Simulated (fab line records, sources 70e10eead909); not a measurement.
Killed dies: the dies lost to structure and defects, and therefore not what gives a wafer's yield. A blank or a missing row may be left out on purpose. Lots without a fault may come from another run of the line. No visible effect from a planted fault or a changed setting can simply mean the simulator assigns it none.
fab line records	flow nand_harc
record lots=13	wafers=39	last_day=27
route steps=1159 shown A_BLC@989 A_BONDPAD@1072 THIN_TSV@1152 END@1159
lots with no fault: from the same line, run without faults
start_h: start of the lot's first displayed wafer, in hours after the record's first day	wait_h: hours elapsed since this lot's preceding step	" unchanged from the row above	L1.1+2: one row covering several wafers at once	- no value, or no start given	* or withheld: withheld	< > ~ a bound
route shown NAME@n: NAME is a module with steps in the file, n the number in the route of the first one	usual: mean/standard deviation of fault-free wafers	same: alike in all rows	chamber/n: place in a boat	sites: per-site readings	_std_site: standard deviation of those values	_edge_site: outer sites' mean less inner sites'	radius_mm: how far each site lies from the wafer's centre	mask NAME#n: copy n	behind: the most recent tool/chamber to have shaped the wafer	hold: what put the lot on hold/how long, in hours/how the hold closed	device: which transistor (n, p or np) failed to switch	end of line: the same wafers' tests at the end of the route	step lacking rows: just its recipe	killed: dies lost to structure and defects at the first sort, not the wafer's yield	map: dies across one wafer; x = killed, . = not, _ = none there
set.NAME: the setting the step ran with; set.NAME@STEP: the setting that earlier step ran with	model.NAME: the simulator's own value behind a step, which no gauge read
one table for each step of the route and one row for each wafer, over a sample of lots
services: from which hour (start_h, from the record's first day; less than 0 if before it) a tool's chamber was out of use, for how many hours, and why
## steps
# step NHARC_A_BLC_CVD_24
# recipe target_thk_a=1500	temp_c=300	pressure_torr=40	wf6_flow_sccm=40	h2_flow_sccm=1600	ar_flow_sccm=1560	time_s=434	material=W
# usual heater_power_w=453/33	throttle_valve_pct=8.10/0.2
# same time_s=434
lot.wafer	tool	chamber	start_h	wait_h	heater_power_w	throttle_valve_pct
L768.2	cvd_w-01	1	432.90	-	461	7.64
L768.3	"	0	"	"	397	8.08
L768.6	"	1	"	"	465	8.07
L770.1	cvd_w-02	0	439.99	-	461	8.12
L770.4	"	1	"	"	459	8.21
L770.6	"	1	"	"	447	7.90
L772.4	cvd_w-01	0	460.27	-	382	7.99
L772.5	"	1	"	"	456	7.76
L772.6	"	0	"	"	388	8.39
L777.1	cvd_w-01	0	513.73	-	390	8.07
L777.3	"	0	"	"	398	8.37
L777.5	"	0	"	"	393	7.88
L773.1	cvd_w-01	1	523.34	-	477	7.77
L773.2	"	0	"	"	389	7.88
L773.4	"	1	"	"	482	7.96
L784.1	cvd_w-02	0	559.43	-	486	8.19
L784.4	"	1	"	"	463	7.98
L784.3	"	0	"	"	486	8.20
L780.4	cvd_w-01	1	559.52	-	475	7.71
L780.6	"	0	"	"	388	8.02
L780.5	"	1	"	"	482	7.84
L783.1	cvd_w-01	0	559.73	-	395	8.03
L783.2	"	1	"	"	485	8.03
L783.5	"	0	"	"	397	7.91
L785.2	cvd_w-02	0	559.86	-	480	8.25
L785.5	"	1	"	"	460	8.15
L785.6	"	0	"	"	486	8.14
L786.2	cvd_w-02	0	568.22	-	486	8.65
L786.1	"	1	"	"	463	8.01
L786.5	"	1	"	"	450	8.40
L790.4	cvd_w-02	0	570.76	-	483	7.98
L790.3	"	1	"	"	465	8.36
L790.6	"	0	"	"	484	8.00
L789.2	cvd_w-02	1	571.80	-	454	8.36
L789.5	"	1	"	"	462	7.85
L789.6	"	0	"	"	473	8.31
L788.2	cvd_w-02	1	580.01	-	451	8.36
L788.1	"	0	"	"	476	8.15
L788.6	"	0	"	"	485	8.32
# step NHARC_A_BONDPAD_CD_MEAS_09
# recipe target_cd_nm=500	landing_energy_ev=500
# usual cd_nm=500.0/1.3
lot.wafer	tool	chamber	start_h	wait_h	cd_nm
L768.2	cd_sem-01	0	444.27	-	499.3
L768.3	"	0	"	"	501.4
L768.6	"	0	"	"	499.2
L770.1	cd_sem-01	0	450.41	-	501.1
L770.4	"	0	"	"	499.3
L770.6	"	0	"	"	498.5
L772.4	cd_sem-01	0	471.03	-	500.3
L772.5	"	0	"	"	501.3
L772.6	"	0	"	"	499.7
L777.1	cd_sem-02	0	525.08	-	501.2
L777.3	"	0	"	"	500.9
L777.5	"	0	"	"	502.8
L773.1	cd_sem-03	0	534.06	-	499.7
L773.2	"	0	"	"	501.2
L773.4	"	0	"	"	500.0
L780.4	cd_sem-02	0	571.68	-	501.4
L780.5	"	0	"	"	500.6
L780.6	"	0	"	"	500.6
L784.1	cd_sem-03	0	571.83	-	497.5
L784.3	"	0	"	"	497.7
L784.4	"	0	"	"	497.5
L785.2	cd_sem-03	0	572.01	-	500.2
L785.5	"	0	"	"	500.7
L785.6	"	0	"	"	499.8
L783.1	cd_sem-02	0	572.19	-	501.5
L783.2	"	0	"	"	498.5
L783.5	"	0	"	"	499.6
L786.1	cd_sem-03	0	579.54	-	500.9
L786.2	"	0	"	"	500.7
L786.5	"	0	"	"	499.5
L790.3	cd_sem-01	0	581.24	-	501.0
L790.4	"	0	"	"	501.6
L790.6	"	0	"	"	500.6
L789.2	cd_sem-03	0	582.94	-	502.7
L789.5	"	0	"	"	501.7
L789.6	"	0	"	"	501.6
L788.1	cd_sem-02	0	590.73	-	497.8
L788.2	"	0	"	"	499.0
L788.6	"	0	"	"	497.9
# step NHARC_A_BONDPAD_ETCH_12
# recipe target_depth_a=2200	time_s=110	chf3_flow_sccm=50	o2_flow_sccm=10	ar_flow_sccm=200	rf_w=500	bias_w=200	chemistry=CHF3/O2
# usual drypump_motor_current_A=5.61/0.3	oes_product_au=0.939/0.021	rf_vpp_V=369.6/1.7	showerhead_plenum_p_Torr=2.36/0.064	throttle_valve_pct=20.571/0.0091
# same time_s=110
lot.wafer	tool	chamber	start_h	wait_h	drypump_motor_current_A	oes_product_au	rf_hours_counter_h	rf_vpp_V	showerhead_plenum_p_Torr	throttle_valve_pct
L768.2	rie_diel-03	0	-	-	5.91	0.957	2	367.6	2.32	20.578
L768.3	"	1	"	"	5.67	0.971	2	371.7	2.43	20.572
L768.6	"	3	"	"	5.57	0.949	-	368.6	2.33	20.560
L770.1	rie_diel-03	2	-	-	5.41	0.921	2	371.1	2.40	20.580
L770.4	"	1	"	"	5.67	0.922	3	371.3	2.43	20.577
L770.6	"	2	"	"	5.42	0.920	-	369.8	2.40	20.568
L772.4	rie_diel-03	0	-	-	5.93	0.976	3	369.5	2.32	20.584
L772.5	"	1	"	"	5.66	0.964	-	371.1	2.43	20.581
L772.6	"	2	"	"	5.40	0.955	-	371.8	2.40	20.558
L777.1	rie_diel-13	3	-	-	6.55	0.919	28	373.7	2.56	20.563
L777.3	"	0	"	"	5.47	0.922	21	371.5	2.42	20.573
L777.5	"	2	"	"	5.71	0.919	-	367.1	2.23	20.572
L773.4	rie_diel-04	3	-	-	4.96	0.928	14	371.1	2.40	20.560
L773.1	"	1	"	"	5.90	0.927	11	369.5	2.38	20.568
L773.2	"	2	"	"	5.64	0.927	13	369.8	2.36	20.557
L780.4	rie_diel-04	0	-	-	5.58	0.932	25	366.8	2.24	20.573
L780.5	"	1	"	"	5.89	0.917	-	369.8	2.37	20.567
L780.6	"	2	"	"	5.63	0.928	-	369.7	2.35	20.568
L784.3	rie_diel-13	1	-	-	5.34	0.929	50	368.1	2.31	20.574
L784.1	"	3	"	"	6.53	0.920	47	372.6	2.55	20.566
L784.4	"	0	"	"	5.45	0.930	41	370.7	2.41	20.579
L783.2	rie_diel-13	1	-	-	5.36	0.922	50	367.4	2.31	20.563
L783.1	"	3	"	"	6.52	0.912	48	373.5	2.55	20.569
L783.5	"	2	"	"	5.70	0.918	-	366.8	2.22	20.568
L785.2	rie_diel-04	3	-	-	4.94	0.921	24	369.7	2.40	20.566
L785.5	"	1	"	"	5.79	0.929	-	370.8	2.37	20.575
L785.6	"	2	"	"	5.65	0.936	-	370.4	2.35	20.562
L786.2	rie_diel-04	1	-	-	5.86	0.931	25	370.9	2.37	20.577
L786.1	"	2	"	"	5.68	0.918	27	370.4	2.35	20.574
L786.5	"	1	"	"	5.94	0.927	-	369.5	2.37	20.585
L790.4	rie_diel-03	1	-	-	5.64	0.973	0	371.6	2.43	20.582
L790.3	"	3	"	"	5.56	0.962	0	368.6	2.33	20.563
L790.6	"	0	"	"	5.96	0.977	-	370.1	2.32	20.570
L789.2	rie_diel-03	1	-	-	5.68	0.969	1	372.6	2.43	20.584
L789.5	"	2	"	"	5.40	0.959	-	371.3	2.40	20.551
L789.6	"	3	"	"	5.52	0.956	-	369.1	2.33	20.572
L788.1	rie_diel-04	0	-	-	5.58	0.918	31	366.2	2.24	20.573
L788.2	"	1	"	"	5.89	0.910	29	367.9	2.37	20.567
L788.6	"	2	"	"	5.62	0.930	-	369.3	2.35	20.577
# step NHARC_THIN_TSV_ETCH_36
# recipe target_depth_a=650	over_etch_frac=0.3	time_s=18.571	ion_energy_ev=150	chemistry=Cl2/BCl3
# usual drypump_motor_current_A=5.6/0.56	oes_product_au=0.995/0.0084
# same time_s=18.571
lot.wafer	tool	chamber	start_h	wait_h	drypump_motor_current_A	oes_product_au	rf_hours_counter_h
L768.2	rie_metal-02	1	468.07	0.2	4.8	0.986	2.9
L768.3	"	0	"	"	6.3	0.999	-
L768.6	"	1	"	"	4.8	0.989	-
L770.1	rie_metal-02	0	474.97	0.2	6.2	0.994	3.1
L770.4	"	0	"	"	6.3	0.995	-
L770.6	"	1	"	"	4.8	0.979	-
L772.4	rie_metal-01	0	492.87	0.2	5.6	0.988	-
L772.6	"	1	"	"	6.0	0.990	-
L772.5	"	0	"	"	5.6	0.991	-
L777.1	rie_metal-02	0	551.14	0.2	6.2	0.989	5.6
L777.3	"	0	"	"	6.2	0.987	-
L777.5	"	0	"	"	6.3	0.993	-
L773.2	rie_metal-03	1	555.37	0.2	5.9	0.995	1.9
L773.1	"	0	"	"	5.4	1.002	1.9
L773.4	"	1	"	"	5.9	1.017	-
L780.4	rie_metal-01	0	591.52	0.2	5.6	0.993	-
L780.6	"	1	"	"	6.0	0.998	-
L780.5	"	0	"	"	5.6	0.991	-
L784.1	rie_metal-01	0	594.72	0.2	5.6	0.994	2.0
L784.3	"	1	"	"	6.0	0.993	-
L784.4	"	0	"	"	5.6	0.994	-
L783.2	rie_metal-02	1	596.00	0.2	4.8	1.000	0.8
L783.1	"	0	"	"	6.2	0.976	0.8
L783.5	"	1	"	"	4.8	0.995	-
L785.2	rie_metal-02	1	596.58	0.2	4.8	0.990	1.0
L785.6	"	0	"	"	6.2	0.980	-
L785.5	"	1	"	"	4.9	1.001	-
L790.4	rie_metal-02	1	602.21	0.2	4.9	1.000	-
L790.3	"	0	"	"	6.2	0.993	-
L790.6	"	0	"	"	6.2	0.994	-
L786.2	rie_metal-02	0	603.89	0.3	6.2	0.987	1.5
L786.1	"	1	"	"	4.8	0.991	1.5
L786.5	"	0	"	"	6.2	0.990	-
L789.2	rie_metal-02	0	606.78	0.2	6.2	0.996	1.7
L789.5	"	1	"	"	4.8	0.999	-
L789.6	"	0	"	"	6.2	0.997	-
L788.2	rie_metal-02	1	612.68	0.2	4.9	0.999	1.9
L788.1	"	0	"	"	6.3	0.988	1.9
L788.6	"	0	"	"	6.2	0.999	-
# step NHARC_END_SORT_01
# recipe temp_c=25
# usual killed_at_array=28/11	killed_at_other=0.9/1.2	killed_at_periphery=2.6/2.1	killed_dies=31/11	killed_open=3.1/1.7	killed_short=1.9/1.3
# same gross_dies=677
lot.wafer	tool	chamber	start_h	wait_h	killed_at_array	killed_at_other	killed_at_periphery	killed_dies	killed_open	killed_short
L780.4	prober-01	0	603.90	3.4	33	5	4	42	5	4
L780.5	prober-01	0	604.71	3.7	27	1	4	32	2	0
L780.6	prober-01	0	605.52	4.0	89	3	6	98	2	2
L783.1	prober-01	0	609.33	2.5	91	0	2	93	4	3
L783.2	prober-01	0	610.13	2.8	26	1	8	35	4	1
L783.5	prober-01	0	612.52	3.7	109	1	5	115	2	4
# killed by level:class
L780.4 A_CHANNEL_HOLE_D1:chamber_film_flake=18 A_M1:chamber_film_flake=6 A_WL_FILL:geometric_particle:short=3 THIN_TSV:chamber_film_flake=3 A_ONON_D1:geometric_particle:open=2 P_M1:chamber_film_flake=2 A_STAIRCASE:chamber_film_flake=2 P_STI:geometric_particle:open=1
L780.5 A_CHANNEL_HOLE_D1:chamber_film_flake=18 P_M1:chamber_film_flake=3 A_M1:chamber_film_flake=3 A_CONTACT:chamber_film_flake=2 A_SGD_CUT:geometric_particle:open=1 A_WL_FILL:geometric_particle:open=1 P_ZERO_WELL:chamber_film_flake=1 A_ZERO_WELL:chamber_film_flake=1
L780.6 A_BLC:unspecified=69 A_CHANNEL_HOLE_D1:chamber_film_flake=13 P_M1:chamber_film_flake=5 THIN_TSV:chamber_film_flake=3 A_M1:chamber_film_flake=2 P_M0:geometric_particle:short=1 A_ONON_D1:geometric_particle:open=1 A_WL_FILL:geometric_particle:short=1
L783.1 A_BLC:unspecified=66 A_CHANNEL_HOLE_D1:chamber_film_flake=15 A_ONON_D1:geometric_particle:short=2 P_STI:geometric_particle:open=1 A_SOURCE_PLATE:geometric_particle:open=1 A_CHANNEL_HOLE_D1:geometric_particle:short=1 A_SLIT:geometric_particle:open=1 A_CONTACT:geometric_particle:open=1
L783.2 A_CHANNEL_HOLE_D1:chamber_film_flake=18 P_M2:chamber_film_flake=5 P_M1:chamber_film_flake=3 A_ONON_D1:geometric_particle:short=1 A_SOURCE_PLATE:geometric_particle:open=1 A_CHANNEL_FILL_D1:geometric_particle:open=1 A_SGD_CUT:geometric_particle:open=1 A_CONTACT:geometric_particle:open=1
L783.5 A_BLC:unspecified=79 A_CHANNEL_HOLE_D1:chamber_film_flake=18 P_M2:chamber_film_flake=3 A_M1:chamber_film_flake=3 A_ONON_D1:geometric_particle:short=2 P_M1:chamber_film_flake=2 A_STAIRCASE:chamber_film_flake=2 A_SOURCE_PLATE:geometric_particle:short=1
## services
tool	chamber	start_h	hours	kind
rie_diel-03	0	414.08	4.3	repair
cvd_w-02	-	415.65	13.0	pm
rie_metal-03	-	417.39	2.5	repair
rie_diel-04	0	442.08	2.6	repair
rie_diel-04	3	443.11	8.3	repair
rie_diel-04	3	451.85	2.1	repair
rie_diel-13	-	453.20	9.0	pm
rie_diel-04	-	465.98	9.0	pm
rie_diel-13	0	466.52	6.0	repair
rie_metal-02	-	468.73	0.3	repair
cvd_w-01	-	474.37	13.0	pm
rie_diel-04	1	479.75	6.5	repair
cvd_w-02	0	492.73	2.5	repair
rie_diel-04	1	494.32	8.7	repair
rie_metal-01	-	509.00	9.0	pm
rie_diel-03	3	511.68	5.4	repair
rie_metal-02	-	565.18	9.0	pm
rie_diel-03	-	569.30	9.0	pm
rie_diel-04	0	576.03	3.6	repair
cvd_w-01	0	580.05	8.7	repair
cvd_w-02	-	596.65	13.0	pm
rie_diel-03	3	600.01	26.9	repair
rie_diel-04	2	600.41	36.5	repair
rie_diel-04	3	611.70	7.5	repair
## key
first_sign step=NHARC_END_SORT_01	reading=killed_dies	direction=up	sigmas=6.6	usual=31	struck=102
effect step=NHARC_END_SORT_01	reading=killed_at_array	direction=up	sigmas=6.4	usual=28	struck=96
more_kills_born_at NHARC_A_BLC_CVD_24@cvd_w-01=214
met_at NHARC_A_BLC_CVD_24
struck_lots L780,L783
struck_wafers L780.6,L783.1,L783.5
tester_left_out L780,L783
not_acting_at NHARC_A_BONDPAD_CD_MEAS_09,NHARC_A_BONDPAD_ETCH_12,NHARC_THIN_TSV_ETCH_36
onset_between 523.34 559.52
fault kind=chamber_particle_source	tool=cvd_w-01	chamber=0	onset_h=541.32	steps=NHARC_A_BLC_CVD_24	rate_per_visit_cm2=0.60582	end_h=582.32
# tester_left_out: of these lots the tester's yield and bins aren't shown, on N5 and GAA mostly nor the transistor test; their killed dies are dies lost to structure and defects alone, not to doping, threshold or leakage, so they don't give the yield
